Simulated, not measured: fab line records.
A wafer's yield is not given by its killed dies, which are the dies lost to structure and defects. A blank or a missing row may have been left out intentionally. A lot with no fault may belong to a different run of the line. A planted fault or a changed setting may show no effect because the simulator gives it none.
Which tool did it? -- flow nand harc -- Sampling: 14 lots, 42 wafers, 2 of 1302 route steps

WHAT EACH GAUGE READ, for each wafer
NHARC_P_ZERO_WELL_CD_MEAS_37: target cd 720 nm. Usual: cd nm reads 719.8 nm (standard deviation 1.3).
lot,measured,on,cd nm (nm),flag
L479,day 2 10:13,cd sem-03,717.2 720.2 719.0,
L480,day 2 19:58,cd sem-03,719.5 721.4 720.6,
L481,day 3 05:53,cd sem-02,720.1 719.7 718.7,
L482,day 3 16:13,cd sem-02,720.4 722.3 719.7,
L483,day 4 02:14,cd sem-03,720.6 719.5 717.7,
L484,day 4 12:06,cd sem-02,719.5 719.8 719.0,
L492,day 7 20:07,cd sem-01,717.3 716.5 718.7,
L493,day 8 06:17,cd sem-02,721.4 719.0 719.2,
L494,day 8 15:59,cd sem-01,721.4 721.7 721.4,
L497,day 9 22:08,cd sem-03,721.9 722.3 721.7,
L498,day 10 08:15,cd sem-03,721.9 721.9 720.4,
L499,day 10 18:08,cd sem-03,720.6 720.1 718.4,
L500,day 11 04:18,cd sem-01,718.6 718.4 718.0,
L501,day 11 14:17,cd sem-02,720.4 720.7 720.1,

WHAT TOOL EACH LOT RAN ON (gives the tool, then ch and the chambers of the sampled wafers, and finally the start)
lot,NHARC_P_ZERO_WELL_IMPLANT_57
L479,"implanter-02 ch 0, day 2 09:04"
L480,"implanter-02 ch 0, day 2 18:56"
L481,"implanter-01 ch 0, day 3 04:51"
L482,"implanter-02 ch 0, day 3 15:05"
L483,"implanter-02, day 4 01:14"
L484,"implanter-02, day 4 11:02"
L492,"implanter-02 ch 0, day 7 19:06"
L493,"implanter-02 ch 0, day 8 05:11"
L494,"implanter-02 ch 0, day 8 14:51"
L497,"implanter-01 ch 0, day 9 21:08"
L498,"implanter-01 ch 0, day 10 07:09"
L499,"implanter-01 ch 0, day 10 16:59"
L500,"implanter-01 ch 0, day 11 03:16"
L501,"implanter-02 ch 0, day 11 13:10"
- NHARC_P_ZERO_WELL_IMPLANT_57

WHAT THE TOOLS THEMSELVES READ (means of the sampled wafers that have a number; where no wafer has one, the mark that the record gives instead)
NHARC_P_ZERO_WELL_IMPLANT_57. Usual: beam energy keV 250.00, standard deviation 0.074; beam on s 9.97 s, standard deviation 0.2.
lot,tool,beam energy keV,beam on s (s),flag
L479,implanter-02,249.98,10.09,
L480,implanter-02,250.00,9.87,
L481,implanter-01,250.04,9.82,
L482,implanter-02,250.01,9.87,
L483,implanter-02,-,-,OFF
L484,implanter-02,-,-,OFF
L492,implanter-02,250.02,9.93,
L493,implanter-02,249.99,9.99,
L494,implanter-02,250.11,10.01,
L497,implanter-01,249.98,9.90,
L498,implanter-01,249.98,9.92,
L499,implanter-01,249.91,10.09,
L500,implanter-01,250.07,10.14,
L501,implanter-02,250.10,9.80,

THE ANSWER, worked out from the rows above alone
Rule: take the mean of a lot's wafers that have a number; if it is more than 3 standard deviations from the usual mean, the lot is off. A lot without any number at a reading at which 4 lots or more have one is off too. Any other lot the step has rows for is counted as sound. First the gauges in route order, then the tools' own readings, where a lot's mean is used as printed above. At the first step where some lot is off, the reading lying furthest off is the one used; lots without a number count as furthest.
Off, at NHARC_P_ZERO_WELL_IMPLANT_57 on beam energy keV: L483, L484. Without a number there: L483, L484.
If a tool, at that step or one of the process steps before it, ran each lot that is off and ran no sound lot following the first of them, it fits. None of those tried fits.

WHAT THE SIMULATOR HAD INSERTED
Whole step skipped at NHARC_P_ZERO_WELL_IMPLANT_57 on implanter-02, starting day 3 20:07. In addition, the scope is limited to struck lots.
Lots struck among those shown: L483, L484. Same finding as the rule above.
